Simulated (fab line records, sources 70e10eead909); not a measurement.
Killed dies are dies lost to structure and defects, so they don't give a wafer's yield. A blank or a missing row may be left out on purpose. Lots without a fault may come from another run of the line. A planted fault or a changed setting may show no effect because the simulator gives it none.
Chamber matching | flow nand_harc | NHARC_A_SGD_CUT_ETCHBACK_24 on rie_diel-07: 4 sister chambers
The step etches the open film in CH3F/O2, target depth 50 nm, time 92.857 s. 18 wafers are shown with their chamber, then 9 later ones without.

WAFERS WITH THEIR CHAMBER
wafer  | chamber | drypump_motor_current_A (A) | rf_vpp_V (V) | oes_product_au (a.u.)
L077.1 | 1       | 5.8                         | 242.6        | 0.99
L077.2 | 0       | 6.0                         | 242.3        | 0.99
L077.5 | 2       | 6.6                         | 246.0        | 1.01
L079.3 | 1       | 5.8                         | 241.6        | 1.01
L079.4 | 0       | 6.0                         | 243.2        | 1.01
L079.5 | 0       | 6.0                         | 242.7        | 1.00
L081.2 | 0       | 6.0                         | 243.3        | 0.99
L081.3 | 1       | 5.7                         | 242.7        | 1.00
L081.5 | 0       | 6.0                         | 242.5        | 0.99
L080.1 | 2       | 6.5                         | 244.1        | 1.00
L080.3 | 0       | 6.0                         | 244.4        | 1.00
L080.5 | 1       | 5.8                         | 242.6        | 1.01
L086.1 | 1       | 5.8                         | 242.1        | 1.00
L086.3 | 1       | 5.8                         | 245.0        | 1.01
L086.5 | 1       | 5.8                         | 242.0        | 1.02
L088.1 | 3       | 6.2                         | 242.9        | 1.00
L088.5 | 3       | 6.2                         | 243.2        | 1.00
L088.6 | 1       | 5.7                         | 242.5        | 1.00

SIGNATURES (means of the wafers above)
reading                 | chamber 0 | chamber 1 | chamber 2 | chamber 3 | scatter within a chamber
drypump_motor_current_A | 6.000     | 5.775     | 6.550     | 6.200     | 0.0378
rf_vpp_V                | 243.067   | 242.637   | 245.050   | 243.050   | 0.931
oes_product_au          | 0.9967    | 1.0050    | 1.0050    | 1.0000    | 0.00838
Rule: a wafer's distance from a chamber is the root of the sum, over the readings, of the square of ((its reading less the chamber's mean) divided by the reading's scatter). The wafer belongs to the nearest chamber; if the next one is less than 2 further off, it can't be placed. The scatter: the root of (the sum of the squares of (reading less its chamber's mean) over the shown wafers, divided by (wafers less chambers)).

WAFERS WITHOUT THEIR CHAMBER
wafer  | drypump_motor_current_A (A) | rf_vpp_V (V) | oes_product_au (a.u.)
L091.2 | 6.3                         | 244.0        | 0.92
L091.4 | 5.8                         | 242.7        | 0.93
L091.6 | 6.3                         | 242.9        | 0.94
L093.3 | 5.8                         | 242.9        | 0.93
L093.5 | 6.6                         | 244.0        | 0.92
L093.6 | 5.8                         | 241.4        | 0.93
L095.1 | 6.3                         | 241.8        | 1.02
L095.5 | 6.0                         | 243.0        | 1.00
L095.6 | 6.3                         | 244.0        | 1.02

WHICH CHAMBER EACH WENT THROUGH
wafer  | from the rows above     | in truth
L091.2 | 3                       | 3
L091.4 | can't be placed: 1 or 0 | 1
L091.6 | 3                       | 3
L093.3 | can't be placed: 1 or 0 | 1
L093.5 | 2                       | 2
L093.6 | can't be placed: 1 or 0 | 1
L095.1 | 3                       | 3
L095.5 | 0                       | 0
L095.6 | 3                       | 3
Placed correctly: 6 of 9. Can't be placed from these rows: 3 (the true chamber is among the candidates in 3). Placed wrongly: 0.
